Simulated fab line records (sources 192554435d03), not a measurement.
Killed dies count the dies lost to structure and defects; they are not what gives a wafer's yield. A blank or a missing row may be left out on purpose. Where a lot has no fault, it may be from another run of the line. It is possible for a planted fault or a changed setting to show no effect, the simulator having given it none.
Which of the tools did it? || flow n5Finfet || 11 lots, 32 wafers sampled, at 5 steps of a route of 1938

## WHAT THE GAUGES READ, wafer by wafer
N5_MOL_CONTACT_COAG_INSPECT_10: inspects for defects (brightfield).
{"lot": "L766", "measured": "day 5 09:48", "on": "defectInspect-01", "rawDefectCount": "41 47 40"}
{"lot": "L767", "measured": "day 5 11:59", "on": "defectInspect-01", "rawDefectCount": "108 124 65"}
{"lot": "L768", "measured": "day 5 18:09", "on": "defectInspect-01", "rawDefectCount": "60 80 51"}
{"lot": "L771", "measured": "day 6 12:32", "on": "defectInspect-01", "rawDefectCount": "58 101 113"}
{"lot": "L774", "measured": "day 7 05:07", "on": "defectInspect-02", "rawDefectCount": "78 76 70"}
{"lot": "L775", "measured": "day 7 12:26", "on": "defectInspect-02", "rawDefectCount": "36 53"}
{"lot": "L777", "measured": "day 7 23:01", "on": "defectInspect-02", "rawDefectCount": "64 42 59"}
{"lot": "L778", "measured": "day 8 07:19", "on": "defectInspect-02", "rawDefectCount": "39 71 55"}
{"lot": "L779", "measured": "day 8 09:47", "on": "defectInspect-01", "rawDefectCount": "99 42 62"}
{"lot": "L780", "measured": "day 8 14:45", "on": "defectInspect-02", "rawDefectCount": "45 25 29"}
{"lot": "L781", "measured": "day 8 23:29", "on": "defectInspect-02", "rawDefectCount": "74 71 30"}

N5_BEOL_M4_RC_MEAS_101.
{"lot": "L766", "measured": "day 8 22:41", "on": "prober-02", "DIBL_N (mV/V)": "39.3 38.8 36.7", "DIBL_P (mV/V)": "42.2 40.3 38.6", "IOFF_N (nA/um)": "0.25 0.20 0.17", "IOFF_P (nA/um)": "0.33 0.28 0.25", "ION_N (uA/um)": "684 681 695", "ION_P (uA/um)": "475 465 480", "SS_N (mV/dec)": "72.0 71.8 72.0", "SS_P (mV/dec)": "73.5 74.5 72.9", "VT_N (mV)": "245 248 250", "VT_P (mV)": "-245 -247 -247"}
{"lot": "L767", "measured": "day 8 18:08", "on": "prober-02", "DIBL_N (mV/V)": "37.3 36.1 36.7", "DIBL_P (mV/V)": "38.3 37.8 38.3", "IOFF_N (nA/um)": "0.18 0.16 0.18", "IOFF_P (nA/um)": "0.23 0.22 0.24", "ION_N (uA/um)": "676 668 684", "ION_P (uA/um)": "460 464 475", "SS_N (mV/dec)": "72.1 71.6 72.0", "SS_P (mV/dec)": "73.7 72.9 72.8", "VT_N (mV)": "249 252 247", "VT_P (mV)": "-249 -250 -249"}
{"lot": "L768", "measured": "day 9 02:05", "on": "prober-01", "DIBL_N (mV/V)": "38.5 35.9 35.7", "DIBL_P (mV/V)": "38.0 34.2 33.9", "IOFF_N (nA/um)": "0.19 0.13 0.14", "IOFF_P (nA/um)": "0.23 0.18 0.17", "ION_N (uA/um)": "677 656 658", "ION_P (uA/um)": "456 452 446", "SS_N (mV/dec)": "72.2 71.5 71.7", "SS_P (mV/dec)": "73.7 72.1 72.0", "VT_N (mV)": "247 252 253", "VT_P (mV)": "-252 -255 -257"}
{"lot": "L771", "measured": "day 10 02:21", "on": "prober-01", "DIBL_N (mV/V)": "40.5 37.7 36.3", "DIBL_P (mV/V)": "41.6 37.0 35.5", "IOFF_N (nA/um)": "0.24 0.17 0.14", "IOFF_P (nA/um)": "0.30 0.21 0.19", "ION_N (uA/um)": "687 668 661", "ION_P (uA/um)": "473 462 454", "SS_N (mV/dec)": "72.5 71.4 71.3", "SS_P (mV/dec)": "74.3 73.4 72.9", "VT_N (mV)": "245 249 251", "VT_P (mV)": "-245 -250 -251"}
{"lot": "L774", "measured": "day 10 09:36", "on": "prober-02", "DIBL_N (mV/V)": "38.0 37.7 37.2", "DIBL_P (mV/V)": "39.0 38.5 37.2", "IOFF_N (nA/um)": "0.20 0.17 0.16", "IOFF_P (nA/um)": "0.30 0.29 0.25", "ION_N (uA/um)": "690 669 673", "ION_P (uA/um)": "487 474 471", "SS_N (mV/dec)": "71.6 71.6 71.3", "SS_P (mV/dec)": "73.9 74.0 72.9", "VT_N (mV)": "245 251 251", "VT_P (mV)": "-242 -245 -245"}
{"lot": "L775", "measured": "day 11 02:36", "on": "prober-01", "DIBL_N (mV/V)": "38.1 36.4", "DIBL_P (mV/V)": "37.6 37.6", "IOFF_N (nA/um)": "0.16 0.15", "IOFF_P (nA/um)": "0.21 0.22", "ION_N (uA/um)": "661 681", "ION_P (uA/um)": "458 473", "SS_N (mV/dec)": "71.7 71.1", "SS_P (mV/dec)": "73.0 73.7", "VT_N (mV)": "249 250", "VT_P (mV)": "-251 -247"}
{"lot": "L777", "measured": "day 11 14:33", "on": "prober-01", "DIBL_N (mV/V)": "38.1 38.3 38.3", "DIBL_P (mV/V)": "38.6 38.1 37.8", "IOFF_N (nA/um)": "0.20 0.19 0.18", "IOFF_P (nA/um)": "0.26 0.25 0.24", "ION_N (uA/um)": "680 689 686", "ION_P (uA/um)": "467 469 465", "SS_N (mV/dec)": "71.4 71.6 72.5", "SS_P (mV/dec)": "74.6 73.7 73.2", "VT_N (mV)": "246 245 245", "VT_P (mV)": "-248 -248 -248"}
{"lot": "L778", "measured": "day 11 14:55", "on": "prober-02", "DIBL_N (mV/V)": "38.1 38.0 36.9", "DIBL_P (mV/V)": "37.7 36.8 36.9", "IOFF_N (nA/um)": "0.17 0.17 0.17", "IOFF_P (nA/um)": "0.26 0.22 0.24", "ION_N (uA/um)": "676 674 699", "ION_P (uA/um)": "469 462 477", "SS_N (mV/dec)": "71.7 71.7 71.6", "SS_P (mV/dec)": "73.6 73.1 73.4", "VT_N (mV)": "250 248 249", "VT_P (mV)": "-247 -252 -249"}
{"lot": "L779", "measured": "day 11 21:56", "on": "prober-01", "DIBL_N (mV/V)": "35.4 35.7 35.7", "DIBL_P (mV/V)": "36.1 36.8 36.9", "IOFF_N (nA/um)": "0.13 0.13 0.13", "IOFF_P (nA/um)": "0.17 0.18 0.18", "ION_N (uA/um)": "681 649 668", "ION_P (uA/um)": "464 448 458", "SS_N (mV/dec)": "71.1 71.7 71.7", "SS_P (mV/dec)": "73.3 73.2 73.1", "VT_N (mV)": "253 256 252", "VT_P (mV)": "-258 -255 -254"}
{"lot": "L780", "measured": "day 12 03:09", "on": "prober-02", "DIBL_N (mV/V)": "36.6 34.0 36.0", "DIBL_P (mV/V)": "36.8 33.8 36.7", "IOFF_N (nA/um)": "0.16 0.12 0.16", "IOFF_P (nA/um)": "0.22 0.17 0.21", "ION_N (uA/um)": "674 660 693", "ION_P (uA/um)": "465 457 469", "SS_N (mV/dec)": "72.5 71.4 71.6", "SS_P (mV/dec)": "73.8 72.9 73.8", "VT_N (mV)": "251 254 249", "VT_P (mV)": "-250 -254 -249"}
{"lot": "L781", "measured": "day 12 09:53", "on": "prober-01", "DIBL_N (mV/V)": "37.3 36.8 36.2", "DIBL_P (mV/V)": "38.6 38.4 38.2", "IOFF_N (nA/um)": "0.18 0.18 0.16", "IOFF_P (nA/um)": "0.22 0.24 0.22", "ION_N (uA/um)": "677 675 668", "ION_P (uA/um)": "459 459 456", "SS_N (mV/dec)": "72.3 71.2 71.0", "SS_P (mV/dec)": "73.4 73.5 73.0", "VT_N (mV)": "249 249 252", "VT_P (mV)": "-251 -249 -249"}

## EACH LOT AND THE TOOL THAT RAN IT (in order: tool; ch and the chambers of the sampled wafers; start)
{"lot": "L766", "N5_MOL_CONTACT_COAG_IMPLANT_129": "implanter-02 ch 0, day 5 10:20", "N5_MOL_CONTACT_COAG_SPUTTER_143": "pvdSputter-03, day 5 12:22", "N5_MOL_CONTACT_COAG_SPUTTER_130": "pvdSputter-01, day 5 14:42"}
{"lot": "L767", "N5_MOL_CONTACT_COAG_IMPLANT_129": "implanter-01 ch 0, day 5 12:36", "N5_MOL_CONTACT_COAG_SPUTTER_143": "pvdSputter-01, day 5 14:52", "N5_MOL_CONTACT_COAG_SPUTTER_130": "pvdSputter-02, day 5 17:47"}
{"lot": "L768", "N5_MOL_CONTACT_COAG_IMPLANT_129": "implanter-02 ch 0, day 5 18:37", "N5_MOL_CONTACT_COAG_SPUTTER_143": "pvdSputter-01, day 5 22:59", "N5_MOL_CONTACT_COAG_SPUTTER_130": "pvdSputter-03, day 6 02:22"}
{"lot": "L771", "N5_MOL_CONTACT_COAG_IMPLANT_129": "implanter-01 ch 0, day 6 13:01", "N5_MOL_CONTACT_COAG_SPUTTER_143": "pvdSputter-03, day 6 16:02", "N5_MOL_CONTACT_COAG_SPUTTER_130": "pvdSputter-02, day 6 18:53"}
{"lot": "L774", "N5_MOL_CONTACT_COAG_IMPLANT_129": "implanter-02 ch 0, day 7 05:36", "N5_MOL_CONTACT_COAG_SPUTTER_143": "pvdSputter-03, day 7 08:25", "N5_MOL_CONTACT_COAG_SPUTTER_130": "pvdSputter-03, day 7 10:25"}
{"lot": "L775", "N5_MOL_CONTACT_COAG_IMPLANT_129": "implanter-02 ch 0, day 7 12:57", "N5_MOL_CONTACT_COAG_SPUTTER_143": "pvdSputter-02, day 7 14:57", "N5_MOL_CONTACT_COAG_SPUTTER_130": "pvdSputter-03, day 7 17:58"}
{"lot": "L777", "N5_MOL_CONTACT_COAG_IMPLANT_129": "implanter-02 ch 0, day 7 23:29", "N5_MOL_CONTACT_COAG_SPUTTER_143": "pvdSputter-01, day 8 02:55", "N5_MOL_CONTACT_COAG_SPUTTER_130": "pvdSputter-03, day 8 04:46"}
{"lot": "L778", "N5_MOL_CONTACT_COAG_IMPLANT_129": "implanter-01 ch 0, day 8 07:47", "N5_MOL_CONTACT_COAG_SPUTTER_143": "pvdSputter-02, day 8 09:52", "N5_MOL_CONTACT_COAG_SPUTTER_130": "pvdSputter-02, day 8 13:23"}
{"lot": "L779", "N5_MOL_CONTACT_COAG_IMPLANT_129": "implanter-01 ch 0, day 8 10:28", "N5_MOL_CONTACT_COAG_SPUTTER_143": "pvdSputter-02, day 8 13:55", "N5_MOL_CONTACT_COAG_SPUTTER_130": "pvdSputter-01, day 8 17:55"}
{"lot": "L780", "N5_MOL_CONTACT_COAG_IMPLANT_129": "implanter-02 ch 0, day 8 15:33", "N5_MOL_CONTACT_COAG_SPUTTER_143": "pvdSputter-01, day 8 18:31", "N5_MOL_CONTACT_COAG_SPUTTER_130": "pvdSputter-03, day 8 22:01"}
{"lot": "L781", "N5_MOL_CONTACT_COAG_IMPLANT_129": "implanter-01 ch 0, day 9 00:28", "N5_MOL_CONTACT_COAG_SPUTTER_143": "pvdSputter-02, day 9 02:28", "N5_MOL_CONTACT_COAG_SPUTTER_130": "pvdSputter-01, day 9 06:40"}
- N5_MOL_CONTACT_COAG_IMPLANT_129
- N5_MOL_CONTACT_COAG_SPUTTER_143: material Co, target thk 2.5 nm.
- N5_MOL_CONTACT_COAG_SPUTTER_130: material Co, target thk 47.5 nm.

## AS READ BY THE TOOLS THEMSELVES (means over the sampled wafers that have a number; for cases with no such wafer, the mark the record gives instead)
N5_MOL_CONTACT_COAG_IMPLANT_129.
{"lot": "L766", "tool": "implanter-02", "beamEnergyKeV": 3.0010, "endStationPressureTorr (Torr)": 5.77e-06, "rotationDeg (degrees)": -0.015}
{"lot": "L767", "tool": "implanter-01", "beamEnergyKeV": 3.0005, "endStationPressureTorr (Torr)": 6.14e-06, "rotationDeg (degrees)": 0.012}
{"lot": "L768", "tool": "implanter-02", "beamEnergyKeV": 2.9995, "endStationPressureTorr (Torr)": 5.74e-06, "rotationDeg (degrees)": 0.008}
{"lot": "L771", "tool": "implanter-01", "beamEnergyKeV": 3.0000, "endStationPressureTorr (Torr)": 6.24e-06, "rotationDeg (degrees)": -0.005}
{"lot": "L774", "tool": "implanter-02", "beamEnergyKeV": 3.0000, "endStationPressureTorr (Torr)": 5.92e-06, "rotationDeg (degrees)": 0.019}
{"lot": "L775", "tool": "implanter-02", "beamEnergyKeV": 3.0012, "endStationPressureTorr (Torr)": 6.57e-06, "rotationDeg (degrees)": -0.020}
{"lot": "L777", "tool": "implanter-02", "beamEnergyKeV": 3.0004, "endStationPressureTorr (Torr)": 5.95e-06, "rotationDeg (degrees)": 0.022}
{"lot": "L778", "tool": "implanter-01", "beamEnergyKeV": 3.0005, "endStationPressureTorr (Torr)": 6.10e-06, "rotationDeg (degrees)": 0.014}
{"lot": "L779", "tool": "implanter-01", "beamEnergyKeV": 6.6533, "endStationPressureTorr (Torr)": 1.08e-05, "rotationDeg (degrees)": -0.006}
{"lot": "L780", "tool": "implanter-02", "beamEnergyKeV": 3.0012, "endStationPressureTorr (Torr)": 6.21e-06, "rotationDeg (degrees)": 0.001}
{"lot": "L781", "tool": "implanter-01", "beamEnergyKeV": 6.6538, "endStationPressureTorr (Torr)": 1.08e-05, "rotationDeg (degrees)": -0.004}

N5_MOL_CONTACT_COAG_SPUTTER_143.
{"lot": "L766", "tool": "pvdSputter-03", "throttleValvePct (%)": 30.2}
{"lot": "L767", "tool": "pvdSputter-01", "throttleValvePct (%)": 30.3}
{"lot": "L768", "tool": "pvdSputter-01", "throttleValvePct (%)": 30.6}
{"lot": "L771", "tool": "pvdSputter-03", "throttleValvePct (%)": 29.6}
{"lot": "L774", "tool": "pvdSputter-03", "throttleValvePct (%)": 29.8}
{"lot": "L775", "tool": "pvdSputter-02", "throttleValvePct (%)": 28.9}
{"lot": "L777", "tool": "pvdSputter-01", "throttleValvePct (%)": 29.9}
{"lot": "L778", "tool": "pvdSputter-02", "throttleValvePct (%)": 29.0}
{"lot": "L779", "tool": "pvdSputter-02", "throttleValvePct (%)": 29.2}
{"lot": "L780", "tool": "pvdSputter-01", "throttleValvePct (%)": 30.7}
{"lot": "L781", "tool": "pvdSputter-02", "throttleValvePct (%)": 29.3}

N5_MOL_CONTACT_COAG_SPUTTER_130.
{"lot": "L766", "tool": "pvdSputter-01", "throttleValvePct (%)": 30.5}
{"lot": "L767", "tool": "pvdSputter-02", "throttleValvePct (%)": 29.1}
{"lot": "L768", "tool": "pvdSputter-03", "throttleValvePct (%)": 29.6}
{"lot": "L771", "tool": "pvdSputter-02", "throttleValvePct (%)": 29.0}
{"lot": "L774", "tool": "pvdSputter-03", "throttleValvePct (%)": 29.2}
{"lot": "L775", "tool": "pvdSputter-03", "throttleValvePct (%)": 30.6}
{"lot": "L777", "tool": "pvdSputter-03", "throttleValvePct (%)": 30.1}
{"lot": "L778", "tool": "pvdSputter-02", "throttleValvePct (%)": 29.0}
{"lot": "L779", "tool": "pvdSputter-01", "throttleValvePct (%)": 30.7}
{"lot": "L780", "tool": "pvdSputter-03", "throttleValvePct (%)": 29.8}
{"lot": "L781", "tool": "pvdSputter-01", "throttleValvePct (%)": 30.2}

## THE ANSWER, worked out from the rows above alone
Rule: what is usual is taken from the lots themselves. The widest of any qualifying gaps counts: lots, ordered by their means at a reading, are off when they make up no more than a third of the lots, leave a main group of 4 or more, and stand apart from it by 3 or more times the standard deviation of that group's means. Not used: any main group whose means are identical at the precision the tables above print for the reading. A lot without any number at a reading at which 4 lots or more have one is off too. The other lots that the step has rows for count as sound. After the gauges, taken in route order, come the tools' own readings; for these a lot's mean is taken, as printed above. The first step at which some lot is off is used, and at that step the reading that is off furthest; a lot without a number counts as furthest.
Off at N5_MOL_CONTACT_COAG_IMPLANT_129 (beamEnergyKeV): L779, L781. The main group: mean 3.0005, standard deviation 0.00055.
A tool fits if, at that step or a process step before it, it ran every lot that is off, and no sound lot after the first of them. One candidate fits, namely implanter-01 at N5_MOL_CONTACT_COAG_IMPLANT_129. A fault onset in the window from L778 (day 8 07:47, its last sound lot) to L779 (day 8 10:28, its first lot off) fits.
The tool's own readings at N5_MOL_CONTACT_COAG_IMPLANT_129 bear it out: on the lots that are off they differ by more than 5 times the standard deviation of the sound lots' means. beamEnergyKeV reads 6.6536 there against 3.0005 on the sound lots; endStationPressureTorr reads 1.08e-05 Torr there against 6.07e-06 Torr on the sound lots.

## WHAT THE SIMULATOR HAD PUT IN
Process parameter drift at N5_MOL_CONTACT_COAG_IMPLANT_129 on implanter-01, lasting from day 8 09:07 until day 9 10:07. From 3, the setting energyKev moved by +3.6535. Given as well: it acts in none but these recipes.
Shown lots that were struck: L779, L781. The rule above found the same.
